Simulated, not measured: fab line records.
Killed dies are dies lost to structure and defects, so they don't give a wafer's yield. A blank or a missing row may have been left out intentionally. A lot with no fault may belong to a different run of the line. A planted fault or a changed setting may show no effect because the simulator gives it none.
The tool behind it: which one? ; flow nand harc ; Sampling: 12 lots, 36 wafers, 6 of 1159 route steps

WHAT THE GAUGES READ, wafer by wafer
NHARC_A_ONON_D1_THK_MEAS_34: measures by ellipsometry. Usual: thk nm at 200.1 nm, with a standard deviation of 2.7.
lot;measured;on;thk nm (nm);flag
L215;day 8 12:11;film metro-02;194.6 199.4 197.0;
L216;day 8 12:32;film metro-01;200.4 196.9 199.2;
L218;day 8 12:32;film metro-02;196.9 196.0 198.2;
L217;day 8 19:38;film metro-02;197.2 204.0 202.8;
L219;day 8 23:31;film metro-02;198.0 196.0 202.2;
L228;day 11 08:44;film metro-01;195.6 200.8 197.6;
L231;day 12 09:53;film metro-01;198.9 202.2 202.4;
L233;day 12 17:23;film metro-02;200.7 201.6 200.3;
L234;day 12 17:23;film metro-01;199.9 199.5 200.5;
L235;day 12 17:25;film metro-01;196.2 196.0 200.3;
L236;day 13 07:56;film metro-02;197.6 199.0 204.7;
L238;day 13 19:39;film metro-02;198.6 202.5 203.7;

NHARC_A_CHANNEL_HOLE_D1_CD_MEAS_10: target cd 100 nm. Usual: cd nm at 100.2 nm, with a standard deviation of 0.57.
lot;measured;on;cd nm (nm);flag
L215;day 8 16:08;cd sem-02;99.6 99.6 99.5;
L216;day 8 17:19;cd sem-03;101.0 100.9 101.0;
L218;day 8 17:38;cd sem-03;101.1 100.7 100.4;
L217;day 8 23:58;cd sem-01;100.9 100.8 100.9;
L219;day 9 03:53;cd sem-01;99.8 100.5 100.0;
L228;day 11 13:18;cd sem-01;96.1 95.9 96.1;OFF
L231;day 12 12:41;cd sem-03;97.2 97.5 97.4;OFF
L233;day 12 20:33;cd sem-02;97.8 98.2 97.5;OFF
L234;day 12 20:23;cd sem-03;100.3 100.4 99.0;
L235;day 12 20:42;cd sem-01;99.5 99.3 99.4;
L236;day 13 11:10;cd sem-02;100.2 100.8 100.3;
L238;day 14 00:05;cd sem-02;100.4 100.7 100.2;

NHARC_END_SORT_01. Usual: killed at array 25, standard deviation 9.2; killed at other 0.9, standard deviation 1.3; killed at periphery 3.3, standard deviation 2.3; killed dies 29, standard deviation 9.6; killed open 3.2, standard deviation 1.8; killed short 2, standard deviation 1.4.
lot;measured;on;killed at array;killed at other;killed at periphery;killed dies;killed open;killed short;flag
L231;day 24 00:28;prober-01;25 36;0 0;5 2;30 38;2 3;3 2;

TOOL THAT RAN EACH LOT (tool first, then ch and the chambers of the sampled wafers, then the start)
lot;NHARC_A_CHANNEL_HOLE_D1_DEP_00;NHARC_A_CHANNEL_HOLE_D1_EXPOSE_07;NHARC_A_CHANNEL_HOLE_D1_ETCH_19
L215;acl dep-01 ch 0, day 8 13:30;arfi scanner-02 ch 0, day 8 16:00;har etch-02 ch 0,1, day 8 17:31
L216;acl dep-03 ch 0, day 8 14:47;arfi scanner-02 ch 0, day 8 17:10;har etch-01 ch 0,1, day 8 18:40
L218;acl dep-02 ch 0, day 8 15:00;arfi scanner-01 ch 0, day 8 17:30;har etch-02 ch 0,1, day 8 21:40
L217;acl dep-02 ch 0, day 8 21:27;arfi scanner-01 ch 0, day 8 23:49;har etch-01 ch 0,1, day 9 02:12
L219;acl dep-03 ch 0, day 9 01:11;arfi scanner-01 ch 0, day 9 03:44;har etch-01 ch 0, day 9 06:23
L228;acl dep-01 ch 0, day 11 11:44;arfi scanner-02 ch 0, day 11 13:10;har etch-02 ch 0,1, day 11 17:46
L231;acl dep-02 ch 0, day 12 10:21;arfi scanner-02 ch 0, day 12 12:32;har etch-01 ch 0,1, day 12 14:05
L233;acl dep-02 ch 0, day 12 18:08;arfi scanner-02 ch 0, day 12 20:25;har etch-01 ch 0,1, day 12 22:05
L234;acl dep-01 ch 0, day 12 18:04;arfi scanner-03 ch 0, day 12 20:15;har etch-02 ch 1, day 12 21:47
L235;acl dep-03 ch 0, day 12 18:10;arfi scanner-01 ch 0, day 12 20:34;har etch-02 ch 0,1, day 13 01:55
L236;acl dep-03 ch 0, day 13 08:25;arfi scanner-03 ch 0, day 13 11:01;har etch-01 ch 0,1, day 13 12:33
L238;acl dep-03 ch 0, day 13 21:27;arfi scanner-01 ch 0, day 13 23:56;har etch-02 ch 0,1, day 14 01:27
- NHARC_A_CHANNEL_HOLE_D1_DEP_00: deposits aC, target thk 3100 nm.
- NHARC_A_CHANNEL_HOLE_D1_EXPOSE_07: exposes mask HOLE D1, target cd 100 nm.
- NHARC_A_CHANNEL_HOLE_D1_ETCH_19: etches the open film in C4F8/O2/Ar, time 34.5 s.

WHAT THE TOOLS THEMSELVES READ (means of the sampled wafers that have a number; where no wafer has one, the mark that the record gives instead)
NHARC_A_CHANNEL_HOLE_D1_DEP_00. Usual: throttle valve pct at 35.000 %, with a standard deviation of 0.0091.
lot;tool;throttle valve pct (%);flag
L215;acl dep-01;34.999;
L216;acl dep-03;34.985;
L218;acl dep-02;35.004;
L217;acl dep-02;35.006;
L219;acl dep-03;35.002;
L228;acl dep-01;34.999;
L231;acl dep-02;35.005;
L233;acl dep-02;34.999;
L234;acl dep-01;34.987;
L235;acl dep-03;35.004;
L236;acl dep-03;35.001;
L238;acl dep-03;34.997;

NHARC_A_CHANNEL_HOLE_D1_EXPOSE_07. Usual: exposure dose mJ cm2 at 59.63, with a standard deviation of 0.058.
lot;tool;exposure dose mJ cm2;flag
L215;arfi scanner-02;59.64;
L216;arfi scanner-02;59.61;
L218;arfi scanner-01;59.72;
L217;arfi scanner-01;59.59;
L219;arfi scanner-01;59.63;
L228;arfi scanner-02;54.97;OFF
L231;arfi scanner-02;55.95;OFF
L233;arfi scanner-02;56.61;OFF
L234;arfi scanner-03;59.59;
L235;arfi scanner-01;59.64;
L236;arfi scanner-03;59.54;
L238;arfi scanner-01;59.71;

NHARC_A_CHANNEL_HOLE_D1_ETCH_19. Usual: bias v 1199 V, standard deviation 13; drypump motor current A 5.5 A, standard deviation 0.43; esc clamp current uA 0.02052, standard deviation 0.0003; rf fwd power W 2443 W, standard deviation 8.8; showerhead plenum p Torr 3.81 Torr, standard deviation 0.089; throttle valve pct 37.039 %, standard deviation 0.0088.
lot;tool;bias v (V);drypump motor current A (A);esc clamp current uA;rf fwd power W (W);showerhead plenum p Torr (Torr);throttle valve pct (%);flag
L215;har etch-02;1202;6.0;0.02023;2445;3.87;37.044;
L216;har etch-01;1194;5.1;0.02080;2450;3.81;37.039;
L218;har etch-02;1203;5.9;0.02021;2440;3.89;37.043;
L217;har etch-01;1207;5.1;0.02082;2442;3.81;37.032;
L219;har etch-01;1193;5.0;0.02097;2439;3.87;37.039;
L228;har etch-02;1201;5.9;0.02027;2437;3.88;37.045;
L231;har etch-01;1195;5.1;0.02088;2439;3.79;37.034;
L233;har etch-01;1192;5.1;0.02088;2447;3.78;37.035;
L234;har etch-02;1205;6.2;0.02025;2443;3.81;37.043;
L235;har etch-02;1196;5.8;0.02026;2436;3.87;37.042;
L236;har etch-01;1208;5.1;0.02088;2443;3.78;37.038;
L238;har etch-02;1202;6.0;0.02024;2443;3.84;37.038;

THE ANSWER, worked out from the rows above alone
Rule: lot off if the mean of its wafers having a number is beyond 3 standard deviations from the usual mean. A lot without any number at a reading at which 4 lots or more have one is off too. Where the step has rows for the other lots, those lots are counted as sound. First the gauges in route order, then the tools' own readings, where a lot's mean is used as printed above. The first step at which some lot is off is used, and at that step the reading that is off furthest; a lot without a number counts as furthest.
Off: L228, L231, L233, at NHARC_A_CHANNEL_HOLE_D1_CD_MEAS_10 (cd nm).
If a tool, at a process step before that reading, ran all the lots that are off and no sound lot after the first of them, it fits. Not tried: the gauges at NHARC_A_CHANNEL_HOLE_D1_CD_MEAS_10; whatever is off there is also off at NHARC_A_CHANNEL_HOLE_D1_EXPOSE_07, on other tools, and gauge error can't account for it. One candidate fits, namely arfi scanner-02 at NHARC_A_CHANNEL_HOLE_D1_EXPOSE_07. A fault onset in the window from L216 (day 8 17:10, its last sound lot) to L228 (day 11 13:10, its first lot off) fits.
The tool's own readings at NHARC_A_CHANNEL_HOLE_D1_EXPOSE_07 bear it out: on the lots that are off they differ by more than 5 times the standard deviation of the sound lots' means. exposure dose mJ cm2 reads 55.84 there against 59.63 on the sound lots.

WHAT THE SIMULATOR HAD INSERTED
Process parameter drift: arfi scanner-02, from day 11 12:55 on, at NHARC_A_CHANNEL_HOLE_D1_EXPOSE_07. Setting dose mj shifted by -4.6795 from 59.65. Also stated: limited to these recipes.
Struck lots among those shown: L228, L231, L233. This agrees with what the rule above found.
